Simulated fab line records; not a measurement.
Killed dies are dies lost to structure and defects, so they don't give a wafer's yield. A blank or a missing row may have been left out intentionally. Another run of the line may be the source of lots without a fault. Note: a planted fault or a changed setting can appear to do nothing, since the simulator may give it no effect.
Code-filled problem report in 8D (eight disciplines) form | flow n5 finfet | the parts of the form that need people (team, actions taken, sign-off) are left out
Where a reading is given only as a bound, like >300, the bound stands for it, and a mean or a difference that rests on one is marked > or <: the true number lies beyond.

1. WHAT IS WRONG
raw defect count at N5_BEOL_M0_SAQP_INSPECT_42 reads a mean of 1505 on 1 wafer of 1 lot; wafers without a fault read 276 with a standard deviation of 74. That puts it +17 standard deviations away from the usual mean.
The step: inspects for defects (brightfield).
The first sign was on wafer L109.2 at day 11 15:47, on defect inspect-02. The record has a number at this step for 9 wafers belonging to 3 lots. By rule, "out" or "out of limits" means more than 4 standard deviations away from the usual mean. The rest of the wafers with a number are treated as sound.

2. WHAT IT IS; WHAT IT IS NOT
question                    | is                | is not
which readings at this step | raw defect count  | -
which lots                  | L109              | L987, L995
which wafers of those lots  | L109.2            | L109.3, L109.5
read on which gauges        | defect inspect-02 | -
when                        | from day 11 15:47 | up to then (8 sound wafers)

3. SUSPECTS, AND WHAT RULES EACH OUT
Counting: a tool at a process step up to the reading stays a suspect if it ran every lot that is out. Sound lots after the first of them don't rule it out here, since some wafers of a struck lot are sound.
- the gauge at N5_BEOL_M0_SAQP_INSPECT_42 has been ruled out. All the wafers that are out were read on defect inspect-02, but those of them that N5_BEOL_M0_CUTY_INSPECT_59 has rows for are out there too, on other tools.
- rie diel-03 at N5_BEOL_M0_SAQP_ETCH_101 (etches SiNx in CH3F/O2, target depth 29.9 nm, time 42.7 s): kept. L109, the lot that is out, went through it at day 11 12:10; up to then, the latest sound lot through it was L995 at day 7 22:07.
- Within rie diel-03 at N5_BEOL_M0_SAQP_ETCH_101: the wafers that are out ran in chamber 3; their sound lot-mates ran in chambers 1, 2.
Left after counting: rie diel-03 at N5_BEOL_M0_SAQP_ETCH_101.

4. THE CAUSE (what the simulator had put in)
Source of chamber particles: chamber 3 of rie diel-03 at N5_BEOL_M0_SAQP_ETCH_101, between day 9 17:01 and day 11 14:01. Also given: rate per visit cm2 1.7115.
This tool alone remained once counting was done.

5. THE CHAIN OF EFFECTS, in route order
Rows list readings where the struck wafers' mean (over those with a number) sits beyond 3 standard deviations from the usual. Scope: only readings with a usual standard deviation given in the record; hours: median across lots of the time from each lot's start at the first step in this table that gives one to its start at this step; sigmas: change in usual standard deviations.
hours | step                       | reading              | usual  | on struck wafers | change | sigmas
0     | N5_BEOL_M0_SAQP_INSPECT_42 | raw defect count     | 276    | 1505             | +1229  | +17
1     | N5_BEOL_M0_CUTY_INSPECT_59 | raw defect count     | 1.9    | >300             | >+298  | +99 or more
222   | N5_PASSIVATION_PROBE_49    | defect limited yield | 91.2 % | 86.0             | -5.2   | -3.5
222   | N5_PASSIVATION_PROBE_49    | killed_at_M0_to_M3   | 36     | 122              | +86    | +8.6
222   | N5_PASSIVATION_PROBE_49    | killed dies          | 104    | 165              | +61    | +3.4
222   | N5_PASSIVATION_PROBE_49    | killed on rim        | 14     | 30               | +16    | +3.9
222   | N5_PASSIVATION_PROBE_49    | sort_bin_5_function  | 5.2 %  | 8.9              | +3.7   | +3.7
222   | N5_PASSIVATION_PROBE_49    | sort n pass          | 1076   | 1015             | -61    | -3.4
222   | N5_PASSIVATION_PROBE_49    | sort yield pct       | 91.2 % | 86.0             | -5.2   | -3.5
It contains these process steps:
- N5_PASSIVATION_PROBE_49
At these later measuring or inspecting steps, every struck wafer for which the step has a row has a number for every such reading, and none has moved that far: N5_BEOL_M4_RC_MEAS_101.

6. WHAT WOULD HAVE CAUGHT IT SOONER
Counted from the fault's start at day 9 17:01, it took 47 hours until the first out-of-limits reading at a measuring or inspecting step in this record, taken at day 11 15:47.
Of the tool readings at N5_BEOL_M0_SAQP_ETCH_101 for which the record gives a usual standard deviation, none was out on any struck wafer, so an alarm limit of 4 standard deviations on them would not have fired.
The start of N5_BEOL_M0_SAQP_ETCH_101 on rie diel-03 came by day 11 15:47 for every one of the lots that are out (1). None of them would have been spared by holding the tool at that moment.
